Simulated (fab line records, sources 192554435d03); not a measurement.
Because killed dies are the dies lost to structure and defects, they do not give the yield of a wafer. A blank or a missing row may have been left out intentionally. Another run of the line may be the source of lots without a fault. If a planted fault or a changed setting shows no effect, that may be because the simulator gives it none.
Lot-split experiment / flow n5Finfet / 21 wafers read across 7 lots, on a route 1938 steps long

## SPLIT DETAILS
At N5_DUMMY_GATE_ETCH_31 (etches SiO2 in C4F6/O2, target depth 82.5 nm, time 27.5 s), the setting targetDepthA was moved away from the recipe's 825 angstrom on 9 of the 21 wafers read, by -9.0% to +9.3%. The other wafers ran this setting at the recipe's value.

The reading comes from the split's own step.

## THE READING
SOC_of_DUMMY_GATE_COAT_34.thkNm (the simulator's own value, which no gauge read), in nm, at N5_DUMMY_GATE_ETCH_31 (etches SiO2 in C4F6/O2, target depth 82.5 nm, time 27.5 s). The file does not state a usual value for it. Across the 12 wafers here that went through the recipe, the average is 51.7 nm and the standard deviation 0.25 nm.

wafer=L076.2; tool, chamber at the split=rieDiel-06, 2; targetDepthA as run, angstrom=750.4; against the recipe=-9.0%; SOC_of_DUMMY_GATE_COAT_34.thkNm, nm=52.6; against lot-mates on the recipe=+0.6
wafer=L076.4; tool, chamber at the split=rieDiel-06, 1; targetDepthA as run, angstrom=750.4; against the recipe=-9.0%; SOC_of_DUMMY_GATE_COAT_34.thkNm, nm=52.6; against lot-mates on the recipe=+0.6
wafer=L076.5; tool, chamber at the split=rieDiel-06, 2; targetDepthA as run, angstrom=825; against the recipe=recipe; SOC_of_DUMMY_GATE_COAT_34.thkNm, nm=52; against lot-mates on the recipe=-
wafer=L078.1; tool, chamber at the split=rieDiel-06, 1; targetDepthA as run, angstrom=825; against the recipe=recipe; SOC_of_DUMMY_GATE_COAT_34.thkNm, nm=52; against lot-mates on the recipe=-
wafer=L078.3; tool, chamber at the split=rieDiel-06, 3; targetDepthA as run, angstrom=825; against the recipe=recipe; SOC_of_DUMMY_GATE_COAT_34.thkNm, nm=51.6; against lot-mates on the recipe=-
wafer=L078.4; tool, chamber at the split=rieDiel-06, 0; targetDepthA as run, angstrom=825; against the recipe=recipe; SOC_of_DUMMY_GATE_COAT_34.thkNm, nm=51.8; against lot-mates on the recipe=-
wafer=L083.1; tool, chamber at the split=rieDiel-02, 2; targetDepthA as run, angstrom=825; against the recipe=recipe; SOC_of_DUMMY_GATE_COAT_34.thkNm, nm=51.8; against lot-mates on the recipe=-
wafer=L083.5; tool, chamber at the split=rieDiel-02, 2; targetDepthA as run, angstrom=825; against the recipe=recipe; SOC_of_DUMMY_GATE_COAT_34.thkNm, nm=51.8; against lot-mates on the recipe=-
wafer=L083.6; tool, chamber at the split=rieDiel-02, 1; targetDepthA as run, angstrom=769.5; against the recipe=-6.7%; SOC_of_DUMMY_GATE_COAT_34.thkNm, nm=52.2; against lot-mates on the recipe=+0.4
wafer=L090.4; tool, chamber at the split=rieDiel-01, 0; targetDepthA as run, angstrom=825; against the recipe=recipe; SOC_of_DUMMY_GATE_COAT_34.thkNm, nm=51.2; against lot-mates on the recipe=-
wafer=L090.5; tool, chamber at the split=rieDiel-01, 0; targetDepthA as run, angstrom=825; against the recipe=recipe; SOC_of_DUMMY_GATE_COAT_34.thkNm, nm=51.2; against lot-mates on the recipe=-
wafer=L090.6; tool, chamber at the split=rieDiel-01, 3; targetDepthA as run, angstrom=884.1; against the recipe=+7.2%; SOC_of_DUMMY_GATE_COAT_34.thkNm, nm=50.6; against lot-mates on the recipe=-0.6
wafer=L092.1; tool, chamber at the split=rieDiel-06, 0; targetDepthA as run, angstrom=766.6; against the recipe=-7.1%; SOC_of_DUMMY_GATE_COAT_34.thkNm, nm=52.4; against lot-mates on the recipe=+0.8
wafer=L092.3; tool, chamber at the split=rieDiel-06, 2; targetDepthA as run, angstrom=825; against the recipe=recipe; SOC_of_DUMMY_GATE_COAT_34.thkNm, nm=51.6; against lot-mates on the recipe=-
wafer=L092.6; tool, chamber at the split=rieDiel-06, 2; targetDepthA as run, angstrom=766.6; against the recipe=-7.1%; SOC_of_DUMMY_GATE_COAT_34.thkNm, nm=52.2; against lot-mates on the recipe=+0.6
wafer=L093.1; tool, chamber at the split=rieDiel-06, 2; targetDepthA as run, angstrom=825; against the recipe=recipe; SOC_of_DUMMY_GATE_COAT_34.thkNm, nm=51.8; against lot-mates on the recipe=-
wafer=L093.2; tool, chamber at the split=rieDiel-06, 0; targetDepthA as run, angstrom=825; against the recipe=recipe; SOC_of_DUMMY_GATE_COAT_34.thkNm, nm=51.8; against lot-mates on the recipe=-
wafer=L093.3; tool, chamber at the split=rieDiel-06, 3; targetDepthA as run, angstrom=825; against the recipe=recipe; SOC_of_DUMMY_GATE_COAT_34.thkNm, nm=51.6; against lot-mates on the recipe=-
wafer=L097.3; tool, chamber at the split=rieDiel-01, 3; targetDepthA as run, angstrom=902.1; against the recipe=+9.3%; SOC_of_DUMMY_GATE_COAT_34.thkNm, nm=51; against lot-mates on the recipe=no lot-mate on the recipe
wafer=L097.4; tool, chamber at the split=rieDiel-01, 1; targetDepthA as run, angstrom=902.1; against the recipe=+9.3%; SOC_of_DUMMY_GATE_COAT_34.thkNm, nm=51; against lot-mates on the recipe=no lot-mate on the recipe
wafer=L097.5; tool, chamber at the split=rieDiel-01, 1; targetDepthA as run, angstrom=902.1; against the recipe=+9.3%; SOC_of_DUMMY_GATE_COAT_34.thkNm, nm=51; against lot-mates on the recipe=no lot-mate on the recipe

FIT RESULTS
A straight line over all 21 wafers: SOC_of_DUMMY_GATE_COAT_34.thkNm changes by -0.0895 nm for each +1% of targetDepthA; r = -0.91; the points scatter about the line by 0.24 nm.
The same after taking each lot's own level away (the mean of its wafers on the recipe; 18 wafers): -0.0773 nm for each +1%; r = -0.95; scatter 0.11 nm.
Per that fit: largest targetDepthA move, reading shift of 0.72 nm.
Across the lots, their own levels run from 51.20 to 52.00 nm, a range of 3.2 times the standard deviation given above.
Thus the slope moves with the lot-to-lot level: the two fits are different.
Check: +0.724 nm against its lot-mates is what the line predicts for one of the wafers moved furthest among these (-9.0%) when that wafer is left out of the fit. Against them it came out at +0.6 nm.

## THE WHOLE CHAIN: every reading that the file lists as answering this split, in the file's order
step=N5_DUMMY_GATE_ETCH_31; what it does=etches SiO2 in C4F6/O2, target depth 82.5 nm, time 27.5 s; reading=etch.depthNm (the simulator's own value, which no gauge read); change (the file's fit)=+0.78 nm for each +1% of the setting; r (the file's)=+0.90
step=N5_DUMMY_GATE_ETCH_31; what it does=etches SiO2 in C4F6/O2, target depth 82.5 nm, time 27.5 s; reading=SOC_of_DUMMY_GATE_COAT_34.thkNm (the simulator's own value, which no gauge read); change (the file's fit)=-0.076 nm for each +1% of the setting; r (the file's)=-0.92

## THE FILE'S OWN FIT
SOC_of_DUMMY_GATE_COAT_34.thkNm changes by -0.076 nm for each +1% of targetDepthA, r = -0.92.
